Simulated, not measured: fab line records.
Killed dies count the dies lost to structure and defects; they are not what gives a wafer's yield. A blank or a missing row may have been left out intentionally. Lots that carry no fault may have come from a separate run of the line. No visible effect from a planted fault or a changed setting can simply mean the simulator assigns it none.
fab line records    flow n5-finfet
[record] lots = 10  wafers = 30  last-day = 18
route steps=1938 shown HKMG_FIN@454 GATE_CUT@466 BEOL_M4@1111 PASSIVATION@1936
lots untouched by any fault: they come from a run of this same line in which no faults occurred
start-h: hours from the record's first day to the start of the lot's first wafer shown    wait-h: hours from the lot's prior step to this one    " same as the row above    L1.1+2: one row covering several wafers at once    - no value, or no start given    * or withheld: withheld    < > ~ a bound
route shown NAME@n: NAME is a module with steps in the file, n the number in the route of the first one    usual: the fault-free wafers' mean and standard deviation    same: alike in all rows    chamber/n: place in a boat    sites: each site's reading    _std_site: the standard deviation of these    _edge_site: mean of outer sites minus mean of inner sites    radius-mm: for every site, how far away it sits from the centre of the wafer    mask NAME#n: copy n    behind: the last tool/chamber to shape the wafer    hold: what put the lot on hold/how long, in hours/how the hold closed    device: the n, p or np transistor that did not switch    end of line: tests run on the same wafers once the route is complete    a step with no rows: only its recipe    killed: not the wafer's yield, but the dies lost to structure and defects at the first sort    map: shows each die of a wafer: x if killed, . if not, _ if none is there
set.NAME: setting as actually run; set.NAME@STEP: the setting as run at that earlier step    model.NAME: the simulator's own value behind a step, which no gauge read
a sample of lots followed through the steps of the route, with each step as a table and each wafer as a row
services: a tool's chamber out of use, with start hour (start-h, from the record's first day; less than 0 if before it), hours out, and reason
[[steps]]
[step N5_HKMG_FIN_ETCHBACK_68]
[recipe] chemistry = Cl2/Ar  stop-on = HfO2  target-depth-a = 5  pressure-mtorr = 10  icp-w = 600  bias-w = 60  Cl2_flow_sccm = 40  Ar_flow_sccm = 60
[usual] chamber-pressure-mTorr = 10.000/0.009  drypump-motor-current-A = 5.8/0.47  oes-product-au = 0.67/0.12  throttle-valve-pct = 20.87/0.26
lot.wafer  tool          chamber  start-h  wait-h  chamber-pressure-mTorr  drypump-motor-current-A  oes-product-au  rf-hours-counter-h  throttle-valve-pct
L102.1     rie-metal-03  0        88.23    0.0     10.014                  5.5                      0.62            116                 20.71
L102.2     "             1        "        "       9.994                   6.1                      0.59            130                 21.24
L102.5     "             0        "        "       9.998                   5.5                      0.62            -                   20.72
L103.3     rie-metal-03  1        94.17    0.1     10.005                  6.2                      0.60            -                   21.24
L103.4     "             0        "        "       9.999                   5.5                      0.61            -                   20.72
L103.6     "             0        "        "       9.991                   5.5                      0.61            -                   20.74
L104.4     rie-metal-03  1        101.75   0.1     9.999                   6.2                      0.59            -                   21.24
L104.5     "             1        "        "       9.998                   6.1                      0.59            -                   21.25
L104.6     "             0        "        "       10.003                  5.5                      0.61            -                   20.72
L105.2     rie-metal-03  1        107.82   0.0     10.014                  6.1                      0.60            132                 21.24
L105.3     "             1        "        "       9.989                   6.2                      0.60            -                   21.26
L105.6     "             0        "        "       10.009                  5.5                      0.61            -                   20.73
L108.2     rie-metal-03  1        129.71   0.1     9.988                   6.1                      0.59            -                   21.27
L108.4     "             1        "        "       9.999                   6.1                      0.60            -                   21.24
L108.5     "             1        "        "       9.997                   6.1                      0.60            -                   21.25
L115.2     rie-metal-02  1        168.04   0.0     9.995                   6.0                      0.91            4                   20.72
L115.3     "             0        "        "       10.001                  4.8                      0.79            -                   20.68
L115.6     "             0        "        "       9.999                   4.8                      0.78            -                   20.69
L117.1     rie-metal-02  0        179.31   0.0     10.000                  4.8                      0.79            40                  20.71
L117.4     "             0        "        "       9.989                   4.8                      0.79            -                   20.69
L117.5     "             0        "        "       9.997                   4.8                      0.78            -                   20.69
L118.1     rie-metal-03  0        184.84   0.0     9.991                   5.5                      0.61            125                 20.75
L118.2     "             0        "        "       10.015                  5.5                      0.60            -                   20.74
L118.3     "             0        "        "       9.998                   5.5                      0.60            -                   20.75
L121.2     rie-metal-03  1        208.08   0.0     9.999                   6.1                      0.98            1                   20.88
L121.4     "             1        "        "       10.001                  6.1                      0.98            -                   20.86
L121.6     "             1        "        "       9.993                   6.1                      0.97            -                   20.89
L122.1     rie-metal-03  1        215.20   0.0     9.980                   6.1                      0.95            2                   20.90
L122.2     "             0        "        "       9.997                   5.4                      0.60            128                 20.76
L122.4     "             1        "        "       10.003                  6.2                      0.95            -                   20.89
[step N5_GATE_CUT_ETCH_56]
[recipe] chemistry = Cl2/Ar  target = TiN  target-depth-a = 216  pressure-mtorr = 10  icp-w = 600  bias-w = 60  Cl2_flow_sccm = 40  Ar_flow_sccm = 60
[usual] chamber-pressure-mTorr = 10.000/0.0096  drypump-motor-current-A = 5.8/0.57  oes-product-au = 0.72/0.12  throttle-valve-pct = 20.80/0.24
lot.wafer  tool          chamber  start-h  wait-h  chamber-pressure-mTorr  drypump-motor-current-A  oes-product-au  rf-hours-counter-h  throttle-valve-pct
L102.1     rie-metal-03  1        90.16    0.1     10.003                  6.1                      0.60            130                 21.23
L102.2     "             0        "        "       10.015                  5.5                      0.62            117                 20.71
L102.5     "             1        "        "       9.993                   6.1                      0.60            -                   21.24
L103.3     rie-metal-03  0        96.08    0.1     9.999                   5.5                      0.62            -                   20.72
L103.4     "             1        "        "       9.991                   6.2                      0.61            -                   21.24
L103.6     "             0        "        "       9.998                   5.5                      0.62            -                   20.73
L104.4     rie-metal-03  1        103.66   0.1     9.993                   6.1                      0.60            -                   21.24
L104.5     "             1        "        "       10.007                  6.2                      0.60            -                   21.24
L104.6     "             0        "        "       9.996                   5.5                      0.62            -                   20.70
L105.2     rie-metal-01  0        109.89   0.2     10.016                  6.5                      0.66            -                   20.79
L105.3     "             0        "        "       10.002                  6.5                      0.67            -                   20.77
L105.6     "             0        "        "       10.011                  6.5                      0.66            -                   20.80
L108.2     rie-metal-01  1        131.72   0.1     9.985                   5.2                      0.82            29                  20.49
L108.4     "             1        "        "       10.008                  5.2                      0.82            -                   20.49
L108.5     "             1        "        "       9.997                   5.2                      0.82            -                   20.48
L115.2     rie-metal-02  1        169.96   0.1     9.994                   6.0                      0.93            5                   20.68
L115.3     "             0        "        "       9.997                   4.8                      0.79            -                   20.66
L115.6     "             0        "        "       10.007                  4.8                      0.80            -                   20.68
L117.1     rie-metal-03  0        181.36   0.2     9.995                   5.5                      0.61            125                 20.74
L117.4     "             0        "        "       9.998                   5.5                      0.60            -                   20.72
L117.5     "             0        "        "       10.010                  5.5                      0.62            -                   20.72
L118.1     rie-metal-02  1        186.88   0.1     9.999                   6.0                      0.91            6                   20.69
L118.2     "             0        "        "       10.009                  4.8                      0.79            41                  20.69
L118.3     "             0        "        "       10.002                  4.8                      0.79            -                   20.69
L121.2     rie-metal-03  1        210.00   0.1     10.002                  6.2                      0.96            1                   20.86
L121.4     "             0        "        "       10.021                  5.5                      0.60            -                   20.74
L121.6     "             1        "        "       10.009                  6.1                      0.99            -                   20.86
L122.1     rie-metal-01  1        217.18   0.1     10.012                  5.2                      0.79            36                  20.51
L122.2     "             0        "        "       10.011                  6.4                      0.64            101                 20.83
L122.4     "             0        "        "       9.994                   6.5                      0.63            -                   20.83
[step N5_GATE_CUT_VAPOR_ETCH_60]
[recipe] chemistry = BCl3/Cl2  target = HfO2  mode = isotropic
[usual] drypump-motor-current-A = 5.8/0.57  oes-product-au = 0.73/0.12
lot.wafer  tool          chamber  start-h  wait-h  drypump-motor-current-A  oes-product-au
L102.1     rie-metal-03  1        90.28    0.0     6.1                      0.61
L102.2     "             0        "        "       5.5                      0.61
L102.5     "             1        "        "       6.1                      0.60
L103.3     rie-metal-03  0        96.18    0.0     5.5                      0.62
L103.4     "             1        "        "       6.1                      0.60
L103.6     "             0        "        "       5.5                      0.62
L104.4     rie-metal-03  1        103.76   0.0     6.1                      0.61
L104.5     "             1        "        "       6.1                      0.60
L104.6     "             0        "        "       5.5                      0.61
L105.2     rie-metal-01  0        110.11   0.1     6.5                      0.66
L105.3     "             0        "        "       6.5                      0.66
L105.6     "             0        "        "       6.5                      0.67
L108.2     rie-metal-01  1        131.84   0.0     5.2                      0.82
L108.4     "             1        "        "       5.2                      0.83
L108.5     "             1        "        "       5.2                      0.83
L115.2     rie-metal-02  1        170.08   0.0     6.0                      0.92
L115.3     "             0        "        "       4.8                      0.78
L115.6     "             0        "        "       4.8                      0.79
L117.1     rie-metal-03  0        181.60   0.1     5.5                      0.61
L117.4     "             0        "        "       5.5                      0.61
L117.5     "             0        "        "       5.5                      0.61
L118.1     rie-metal-02  1        187.00   0.0     6.0                      0.92
L118.2     "             0        "        "       4.8                      0.78
L118.3     "             0        "        "       4.8                      0.79
L121.2     rie-metal-03  1        210.12   0.0     6.2                      0.99
L121.4     "             0        "        "       5.5                      0.61
L121.6     "             1        "        "       6.1                      0.98
L122.1     rie-metal-01  1        217.30   0.0     5.2                      0.80
L122.2     "             0        "        "       6.5                      0.64
L122.4     "             0        "        "       6.5                      0.64
[step N5_GATE_CUT_COAT_27]
[recipe] resist = underlayer  temp-c = 205  time-s = 60  spin-rpm = 1500  resist-thk-nm = 10
[usual] heater-power-total-W = 391.8/1.3  plate-temp-C = 204.99/0.16
lot.wafer  tool            chamber  start-h  wait-h  heater-power-total-W  plate-temp-C
L102.1     litho-track-01  0        93.36    -       392.8                 204.63
L102.2     "               0        "        "       392.8                 205.01
L102.5     "               0        "        "       392.6                 204.92
L103.3     litho-track-01  0        100.53   -       391.8                 205.14
L103.4     "               0        "        "       390.7                 204.82
L103.6     "               0        "        "       392.6                 205.11
L104.4     litho-track-01  0        107.18   -       391.1                 205.24
L104.5     "               0        "        "       391.2                 204.86
L104.6     "               0        "        "       391.2                 205.06
L105.2     litho-track-01  0        113.18   -       391.0                 205.22
L105.3     "               0        "        "       393.2                 204.79
L105.6     "               0        "        "       393.0                 204.87
L108.2     litho-track-01  0        134.88   -       393.5                 205.07
L108.4     "               0        "        "       391.5                 205.03
L108.5     "               0        "        "       391.8                 204.97
L115.2     litho-track-01  0        173.17   -       385.4                 202.60
L115.3     "               0        "        "       384.2                 202.62
L115.6     "               0        "        "       386.0                 202.65
L117.1     litho-track-02  0        184.73   -       393.8                 205.14
L117.4     "               0        "        "       392.9                 205.20
L117.5     "               0        "        "       391.2                 205.01
L118.1     litho-track-01  0        190.78   -       384.5                 202.61
L118.2     "               0        "        "       387.4                 202.56
L118.3     "               0        "        "       384.2                 202.46
L121.2     litho-track-05  0        213.16   -       391.7                 205.04
L121.4     "               0        "        "       392.9                 204.89
L121.6     "               0        "        "       390.3                 205.06
L122.1     litho-track-02  0        220.37   -       392.3                 204.86
L122.2     "               0        "        "       393.7                 204.83
L122.4     "               0        "        "       390.9                 204.98
[step N5_BEOL_M4_RC_MEAS_101]
[usual] DIBL_N = 36.4/1.4  DIBL_P = 36.3/1.8  IOFF_N = 0.163/0.024  IOFF_P = 0.21/0.034  ION_N = 673/11  ION_P = 461/7.4  SS_N = 71.6/0.52  SS_P = 73.3/0.58  VT_N = 249.4/2.5  VT_P = -250/3.5
lot.wafer  tool       chamber  start-h  wait-h  DIBL_N[mV/V]  DIBL_P[mV/V]  IOFF_N[nA/um]  IOFF_P[nA/um]  ION_N[uA/um]  ION_P[uA/um]  SS_N[mV/dec]  SS_P[mV/dec]  VT_N[mV]  VT_P[mV]
L102.1     prober-01  0        175.17   0.0     37.2          38.0          0.170          0.25           663           456           71.9          73.8          245.9     -246
L102.2     "          0        "        "       37.2          37.4          0.169          0.24           668           462           71.2          73.4          249.0     -248
L102.5     "          0        "        "       37.5          38.2          0.181          0.24           666           459           71.9          73.8          246.9     -248
L103.3     prober-02  0        186.20   0.3     36.8          37.2          0.173          0.19           674           449           71.8          73.8          246.7     -254
L103.4     "          0        "        "       36.2          36.3          0.167          0.19           685           455           71.4          72.5          246.7     -254
L103.6     "          0        "        "       35.0          35.3          0.147          0.17           668           453           71.9          72.8          251.3     -254
L104.4     prober-02  0        192.36   0.5     34.6          33.8          0.118          0.20           651           458           70.6          72.5          254.1     -248
L104.5     "          0        "        "       36.9          36.4          0.154          0.25           661           462           72.2          72.9          247.8     -247
L104.6     "          0        "        "       37.7          38.1          0.176          0.27           682           477           72.1          74.1          249.6     -243
L105.2     prober-01  0        201.78   0.2     37.5          38.4          0.198          0.24           678           458           72.5          74.3          247.3     -249
L105.3     "          0        "        "       39.0          39.6          0.209          0.26           679           460           72.6          74.2          246.0     -252
L105.6     "          0        "        "       37.6          38.6          0.190          0.24           682           469           71.7          73.8          248.4     -249
L108.2     prober-02  0        212.44   0.2     36.0          36.8          0.169          0.23           665           461           72.1          73.5          248.2     -247
L108.4     "          0        "        "       35.0          35.7          0.145          0.21           666           457           71.0          73.2          248.0     -249
L108.5     "          0        "        "       36.5          37.7          0.174          0.26           680           475           71.9          73.9          247.9     -244
L115.2     prober-01  0        260.35   0.2     35.4          36.8          0.153          0.22           674           461           71.8          72.6          250.4     -249
L115.3     "          0        "        "       34.9          35.6          0.145          0.20           648           450           71.6          73.0          251.5     -251
L115.6     "          0        "        "       36.1          36.5          0.154          0.21           666           458           71.9          73.0          252.0     -251
L118.1     prober-01  0        262.24   0.0     35.6          34.6          0.142          0.17           658           449           71.2          72.6          251.1     -254
L118.2     "          0        "        "       35.3          34.4          0.139          0.17           671           454           71.2          72.4          253.0     -258
L118.3     "          0        "        "       37.2          37.2          0.175          0.21           675           463           71.5          73.6          246.6     -252
L117.1     prober-01  0        266.60   0.0     36.4          37.2          0.175          0.22           676           461           71.5          73.4          248.3     -248
L117.4     "          0        "        "       34.9          35.6          0.147          0.19           683           465           70.5          72.6          248.1     -251
L117.5     "          0        "        "       35.2          36.2          0.153          0.19           682           468           70.8          72.1          249.0     -251
L122.1     prober-02  0        300.13   0.0     35.3          31.4          0.130          0.15           674           453           71.3          72.9          250.6     -258
L122.2     "          0        "        "       34.5          30.9          0.117          0.14           669           450           70.8          72.6          251.5     -257
L122.4     "          0        "        "       35.9          32.4          0.137          0.16           660           446           70.6          72.0          250.8     -255
L121.2     prober-02  0        303.23   0.2     35.1          34.8          0.137          0.19           665           460           70.9          73.0          250.8     -250
L121.4     "          0        "        "       36.0          35.2          0.146          0.20           666           455           71.1          72.9          251.1     -250
L121.6     "          0        "        "       35.1          35.0          0.142          0.20           662           456           70.9          72.6          248.0     -248
[step N5_PASSIVATION_PROBE_49]
[usual] defect-limited-yield = 91.4/1.6  killed_at_M0_to_M3 = 34/12  killed_at_M4_up = 13/5.2  killed-at-contacts = 11/5.5  killed-at-front-end = 40/13  killed-at-other = 3.4/2.7  killed-dies = 102/19  killed-open = 66/15  killed-short = 33/7.9  sort_bin_5_function = 5.1/1.1  sort_bin_6_memory = 3.2/0.7  sort-n-pass = 1078/19  sort-yield-pct = 91.4/1.6
[same] gross-dies = 1180  killed-at-back-side = 0  sort_bin_4_leakage[%] = 0  sort_bin_8_speed[%] = 0
lot.wafer  tool       chamber  start-h  wait-h  defect-limited-yield[%]  killed_at_M0_to_M3  killed_at_M4_up  killed-at-contacts  killed-at-front-end  killed-at-other  killed-dies  killed-open  killed-short  sort_bin_5_function[%]  sort_bin_6_memory[%]  sort-n-pass  sort-yield-pct[%]
L117.1     prober-01  -        370.65   0.0     90.8                     33                  18               7                   49                   1                108          72           36            6.0                     2.9                   1072         90.8
L117.4     prober-01  -        370.80   0.2     90.8                     38                  9                22                  38                   1                108          55           53            5.6                     3.2                   1072         90.8
L117.5     prober-01  -        370.85   0.2     90.3                     28                  11               14                  57                   4                114          77           35            6.3                     3.1                   1066         90.3
L115.2     prober-01  -        381.06   0.1     91.5                     39                  8                3                   50                   0                100          60           39            4.7                     3.6                   1080         91.5
L115.3     prober-01  -        381.11   0.1     86.8                     72                  7                21                  54                   2                156          113          42            7.9                     4.8                   1024         86.8
L115.6     prober-01  -        381.26   0.3     90.1                     44                  12               4                   54                   3                117          73           42            5.9                     3.5                   1063         90.1
// killed by level:class
L117.1 FIN_SAQP:geometric-particle:open=15 FIN_SAQP:geometric-particle:short=8 BEOL_M4:geometric-particle:open=8 STI_FIN_REVEAL:geometric-particle:open=7 MOL_CONTACT_COAG:geometric-particle:open=7 BEOL_M0_SAQP:geometric-particle:open=7 BEOL_M2:geometric-particle:open=6 STI_FIN_REVEAL:geometric-particle:short=5
L117.4 MOL_CONTACT_COAG:geometric-particle:open=16 FIN_SAQP:geometric-particle:short=14 BEOL_M0_SAQP:geometric-particle:short=13 STI_FIN_REVEAL:geometric-particle:open=7 BEOL_M0_SAQP:geometric-particle:open=7 MOL_CONTACT_COAG:geometric-particle:short=6 BEOL_M4:geometric-particle:open=6 GATE_CUT:geometric-particle:short=5
L117.5 FIN_SAQP:geometric-particle:open=17 STI_FIN_REVEAL:geometric-particle:open=15 MOL_CONTACT_COAG:geometric-particle:open=11 FIN_SAQP:geometric-particle:short=10 BEOL_M2:geometric-particle:open=8 BEOL_M0_SAQP:geometric-particle:short=7 BEOL_M0_SAQP:geometric-particle:open=6 BEOL_M4:geometric-particle:open=5
L115.2 FIN_SAQP:geometric-particle:open=15 FIN_SAQP:geometric-particle:short=10 BEOL_M2:geometric-particle:open=9 BEOL_M0_SAQP:geometric-particle:open=7 BEOL_M3:geometric-particle:open=7 GATE_CUT:geometric-particle:short=5 BEOL_M0_SAQP:geometric-particle:short=5 STARTING-WAFER:geometric-particle:short=5
L115.3 BEOL_M1:geometric-particle:open=19 BEOL_M0_SAQP:geometric-particle:open=17 BEOL_M3:geometric-particle:open=15 FIN_SAQP:geometric-particle:open=14 MOL_CONTACT_COAG:geometric-particle:open=13 STI_FIN_REVEAL:geometric-particle:open=10 MOL_CONTACT_COAG:geometric-particle:short=8 BEOL_M0_SAQP:geometric-particle:short=8
L115.6 FIN_SAQP:geometric-particle:open=18 BEOL_M0_SAQP:geometric-particle:short=14 BEOL_M0_SAQP:geometric-particle:open=10 FIN_SAQP:geometric-particle:short=9 STI_FIN_REVEAL:geometric-particle:open=8 DUMMY_GATE:geometric-particle:open=8 BEOL_M1:geometric-particle:open=7 BEOL_M4:geometric-particle:open=5
[[services]]
tool            chamber  start-h  hours  kind
rie-metal-02    -        88.55    24.5   repair
rie-metal-01    1        105.88   5.3    repair
rie-metal-02    1        113.06   -      clean
rie-metal-02    1        113.06   18.7   scheduled-down
rie-metal-02    1        113.06   18.7   vent-cycle
rie-metal-03    0        123.14   25.4   repair
rie-metal-01    1        162.67   5.4    repair
litho-track-02  -        165.16   -      consumable-replace:filter
rie-metal-03    1        172.00   -      clean
rie-metal-03    1        172.00   22.1   scheduled-down
rie-metal-03    1        172.00   22.1   vent-cycle
rie-metal-02    -        205.59   28.1   pm
rie-metal-03    0        219.62   -      clean
rie-metal-03    0        219.62   13.4   scheduled-down
rie-metal-03    0        219.62   13.4   vent-cycle
[[key]]
[first-sign] step = N5_GATE_CUT_COAT_27  reading = plate-temp-C  direction = down  sigmas = 15  usual = *  struck = *
[effect] step = N5_GATE_CUT_COAT_27  reading = heater-power-total-W  direction = down  sigmas = 5  usual = *  struck = *
met-at N5_GATE_CUT_COAT_27
struck-lots L115,L118
not-acting-at N5_HKMG_FIN_ETCHBACK_68,N5_GATE_CUT_ETCH_56,N5_GATE_CUT_VAPOR_ETCH_60
onset-between 134.88 173.17
[fault] kind = process-parameter-drift  tool = litho-track-01  chamber = -  onset-h = 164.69  steps = N5_GATE_CUT_COAT_27  channel = temp-c  offset = *  shape = step  end-h = 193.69  acts-in = *  stated = *
